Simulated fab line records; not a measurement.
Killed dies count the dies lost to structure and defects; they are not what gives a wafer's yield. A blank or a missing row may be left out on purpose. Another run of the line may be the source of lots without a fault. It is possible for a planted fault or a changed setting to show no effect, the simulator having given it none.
What tool caused it?	flow nandHarc	Sampling: 24 lots, 72 wafers, 5 of 1302 route steps

## WHAT THE GAUGES SHOWED, per wafer
NHARC_P_STI_INSPECT_25.
lot	measured	on	rawDefectCount
L074	day 4 01:54	defectInspect-02	256 206 199
L075	day 4 08:33	defectInspect-02	204 142 254
L076	day 4 16:40	defectInspect-02	153 203 220
L077	day 5 03:34	defectInspect-01	275 220 343
L078	day 5 14:04	defectInspect-02	163 120 110
L079	day 6 00:03	defectInspect-02	102 195 175
L080	day 6 11:59	defectInspect-02	247 271 199
L081	day 6 23:45	defectInspect-02	259 314 387
L082	day 7 16:06	defectInspect-01	163 191 259
L083	day 7 22:33	defectInspect-02	310 233 205
L084	day 7 22:34	defectInspect-01	336 168 205
L085	day 8 15:10	defectInspect-01	226 299 296
L086	day 8 22:26	defectInspect-02	218 273 299
L087	day 9 09:34	defectInspect-01	167 211 111
L088	day 10 00:26	defectInspect-02	263 376 158
L089	day 10 04:14	defectInspect-02	242 411 338
L090	day 10 16:46	defectInspect-01	335 231 279
L091	day 11 01:49	defectInspect-01	245 217 235
L092	day 11 18:52	defectInspect-01	211 179 202
L093	day 11 18:53	defectInspect-02	191 259 231
L094	day 12 13:52	defectInspect-01	106 126 85
L095	day 12 20:47	defectInspect-02	117 163 139
L096	day 13 10:36	defectInspect-02	169 360 205
L097	day 13 14:16	defectInspect-01	302 302 191

NHARC_P_GATE_CD_MEAS_11: target cd 1640 nm.
lot	measured	on	cdNm (nm)
L074	day 4 11:45	cdSem-02	1641.5 1640.8 1641.9
L075	day 4 17:07	cdSem-02	1636.7 1638.6 1636.6
L076	day 5 01:12	cdSem-02	1642.5 1642.8 1642.2
L077	day 5 11:46	cdSem-01	1639.9 1641.2 1640.0
L078	day 5 22:47	cdSem-02	1640.3 1640.5 1637.4
L079	day 6 08:53	cdSem-01	1640.4 1640.7 1639.5
L080	day 6 20:26	cdSem-03	1640.6 1641.0 1640.0
L081	day 7 08:40	cdSem-01	1639.9 1639.1 1640.0
L082	day 8 03:13	cdSem-01	1640.4 1641.1 1640.1
L083	day 8 07:13	cdSem-03	1640.9 1640.4 1639.6
L084	day 8 07:23	cdSem-01	1641.4 1641.3 1641.0
L085	day 8 23:46	cdSem-01	1642.1 1640.2 1641.0
L086	day 9 06:47	cdSem-02	1639.0 1638.8 1639.3
L087	day 9 20:03	cdSem-03	1639.7 1639.7 1639.3
L088	day 10 12:55	cdSem-01	1640.4 1638.8 1639.1
L089	day 10 12:46	cdSem-02	1639.4 1639.9 1639.4
L090	day 11 01:07	cdSem-01	1638.6 1638.7 1637.6
L091	day 11 10:16	cdSem-02	1641.3 1641.1 1640.5
L092	day 12 03:23	cdSem-02	1638.5 1638.1 1639.2
L093	day 12 03:25	cdSem-03	1641.8 1642.5 1642.0
L094	day 13 00:47	cdSem-01	1639.2 1639.1 1638.1
L095	day 13 05:15	cdSem-03	1641.4 1640.4 1639.7
L096	day 13 19:56	cdSem-03	1640.8 1642.4 1641.8
L097	day 13 19:53	cdSem-01	1640.1 1639.9 1639.2

NHARC_P_GATE_CD_MEAS_91: target cd 2000 nm.
lot	measured	on	cdNm (nm)
L074	day 5 17:04	cdSem-02	2000.9 1999.9 1998.7
L075	day 6 00:56	cdSem-02	1999.1 1998.9 1998.8
L076	day 6 07:04	cdSem-01	1999.0 1997.6 1997.7
L077	day 6 17:38	cdSem-03	1998.3 2000.7 1998.1
L078	day 7 07:38	cdSem-03	1998.9 2001.0 1997.8
L079	day 7 14:55	cdSem-02	1997.1 1999.3 1998.1
L080	day 8 01:40	cdSem-01	1998.2 1999.5 1998.3
L081	day 8 17:13	cdSem-02	2000.5 2000.3 1999.2
L082	day 9 15:40	cdSem-01	1998.0 1998.7 1998.8
L083	day 9 16:16	cdSem-01	1998.0 1998.1 1997.5
L084	day 9 16:56	cdSem-03	1998.1 1997.4 1998.0
L085	day 10 07:10	cdSem-03	2000.6 2000.1 2001.2
L086	day 10 12:33	cdSem-03	1999.4 1997.9 2000.2
L087	day 11 08:13	cdSem-01	1999.4 2000.0 2000.2
L088	day 11 21:54	cdSem-03	1998.2 1998.7 1998.3
L089	day 11 19:07	cdSem-03	2000.9 2000.1 2001.7
L090	day 12 08:59	cdSem-01	2001.1 2001.4 2000.1
L091	day 12 17:34	cdSem-02	2002.1 2000.7 1999.7
L092	day 13 09:49	cdSem-03	1998.3 1996.9 1998.6
L093	day 13 09:22	cdSem-03	1998.2 1997.6 1999.1
L094	day 14 06:04	cdSem-03	1999.4 1997.6 1999.1
L095	day 14 16:28	cdSem-03	1998.6 1998.9 1997.9
L096	day 15 07:53	cdSem-01	1997.8 1997.4 1999.8
L097	day 15 06:58	cdSem-03	2000.1 1997.6 1994.4

NHARC_P_M0_OVL_MEAS_10: pitch 180 nm.
lot	measured	on	overlayXNm (nm)	overlayYNm (nm)
L074	day 6 02:11	overlay-02	0.8 0.9 1.0	0.0 0.2 0.2
L075	day 6 09:53	overlay-02	0.3 0.1 0.4	0.2 -0.3 -0.4
L076	day 6 16:20	overlay-02	1.5 1.2 1.0	-2.5 -2.5 -2.3
L077	day 7 02:25	overlay-01	-1.2 -0.5 -1.3	0.5 0.2 0.3
L078	day 7 16:37	overlay-01	-0.3 -1.3 -0.7	-0.7 -0.2 -0.6
L079	day 7 23:49	overlay-01	0.8 0.8 0.5	1.2 1.7 1.4
L080	day 8 11:19	overlay-01	0.9 0.6 1.1	-0.9 -1.0 -1.2
L081	day 9 02:13	overlay-01	-0.3 -0.5 0.0	-0.9 -1.4 -1.3
L082	day 10 01:02	overlay-01	1.8 1.8 1.4	-0.2 -0.7 -0.3
L083	day 10 01:22	overlay-02	0.2 0.4 0.2	-1.9 -0.6 -1.1
L084	day 10 02:31	overlay-02	0.6 0.6 0.1	0.6 1.2 0.3
L085	day 10 16:19	overlay-02	-0.4 -1.0 -0.6	0.5 0.5 0.6
L086	day 10 21:46	overlay-02	-0.5 -0.9 -0.7	0.2 -0.2 0.9
L087	day 11 17:20	overlay-02	0.4 0.5 0.0	0.4 -0.1 -0.4
L088	day 12 06:55	overlay-01	0.1 -0.1 0.1	0.0 0.1 0.2
L089	day 12 04:14	overlay-01	1.4 0.2 0.8	-0.2 -0.6 -0.2
L090	day 12 18:00	overlay-02	-0.8 -0.8 -0.5	0.5 0.4 0.7
L091	day 13 02:29	overlay-01	0.0 0.4 0.3	-0.6 -0.2 0.1
L092	day 13 18:57	overlay-02	-0.2 -0.1 0.2	0.2 -0.3 0.0
L093	day 13 18:32	overlay-02	0.1 0.4 0.0	-0.7 -0.3 -1.1
L094	day 14 15:07	overlay-01	0.3 0.6 0.5	-0.2 0.3 0.8
L095	day 15 01:33	overlay-02	-0.6 -0.9 -1.0	0.5 0.2 0.1
L096	day 15 16:53	overlay-02	-0.2 0.0 -0.1	-0.3 -0.2 -0.2
L097	day 15 16:10	overlay-02	0.5 0.2 0.5	1.2 1.5 0.7

## EACH LOT AND THE TOOL THAT RAN IT (in order: tool; ch and the chambers of the sampled wafers; start)
lot	NHARC_P_CONTACT_CMP_01
L074	cmp-02 ch 0,2,3, day 5 20:56
L075	cmp-04 ch 0,2,3, day 6 04:47
L076	cmp-02 ch 1,3, day 6 10:55
L077	cmp-04 ch 0,1, day 6 21:28
L078	cmp-04 ch 1,3, day 7 11:38
L079	cmp-02 ch 0,1,2, day 7 18:51
L080	cmp-04 ch 0,1,3, day 8 06:04
L081	cmp-02 ch 0,1, day 8 21:08
L082	cmp-03 ch 0,1,2, day 9 19:32
L083	cmp-03 ch 0,1, day 9 20:08
L084	cmp-02 ch 0,3, day 9 20:50
L085	cmp-02 ch 1,2,3, day 10 11:07
L086	cmp-03 ch 0,2, day 10 16:40
L087	cmp-04 ch 1,2, day 11 12:04
L088	cmp-02 ch 0,1,3, day 12 01:45
L089	cmp-02 ch 0,1,2, day 11 23:08
L090	cmp-02 ch 1,2,3, day 12 12:51
L091	cmp-04 ch 0,3, day 12 21:29
L092	cmp-03 ch 1,2, day 13 13:52
L093	cmp-04 ch 0,1, day 13 13:28
L094	cmp-04 ch 1,2,3, day 14 10:03
L095	cmp-03 ch 1,2,3, day 14 20:21
L096	cmp-04 ch 0,1,3, day 15 11:50
L097	cmp-03 ch 0,1, day 15 11:02
- NHARC_P_CONTACT_CMP_01: polishes SiO2, target thk 200 nm.

## WHAT THE TOOLS THEMSELVES READ (means of the sampled wafers that have a number; where no wafer has one, the mark that the record gives instead)
NHARC_P_CONTACT_CMP_01.
lot	tool	motorCurrentA (A)
L074	cmp-02	11.5
L075	cmp-04	12.0
L076	cmp-02	10.5
L077	cmp-04	10.5
L078	cmp-04	11.0
L079	cmp-02	11.5
L080	cmp-04	10.6
L081	cmp-02	12.0
L082	cmp-03	12.6
L083	cmp-03	12.1
L084	cmp-02	10.9
L085	cmp-02	10.5
L086	cmp-03	12.6
L087	cmp-04	12.6
L088	cmp-02	10.8
L089	cmp-02	11.7
L090	cmp-02	10.8
L091	cmp-04	11.6
L092	cmp-03	13.2
L093	cmp-04	10.3
L094	cmp-04	12.2
L095	cmp-03	13.5
L096	cmp-04	10.9
L097	cmp-03	12.6

## THE ANSWER, worked out from the rows above alone
Rule: what is usual is taken from the lots themselves. Put in order of their means at a reading, lots are off if they are a third of the lots or fewer, leave a main group of 4 or more, and stand apart from it by a gap of 3 or more times the standard deviation of the main group's means; of several such gaps the widest counts. The tables above print the reading to a certain number of digits; a main group whose means all agree to those digits is not used. A lot without any number at a reading at which 4 lots or more have one is off too. The other lots that the step has rows for count as sound. The gauges are gone through in route order, then the tools' own readings, and for those a lot's mean is taken as printed above. The first step at which some lot is off is used, and at that step the reading that is off furthest; a lot without a number counts as furthest.
Nothing can be told from this: no lot is off at any reading shown.

## WHAT THE SIMULATOR HAD PUT IN
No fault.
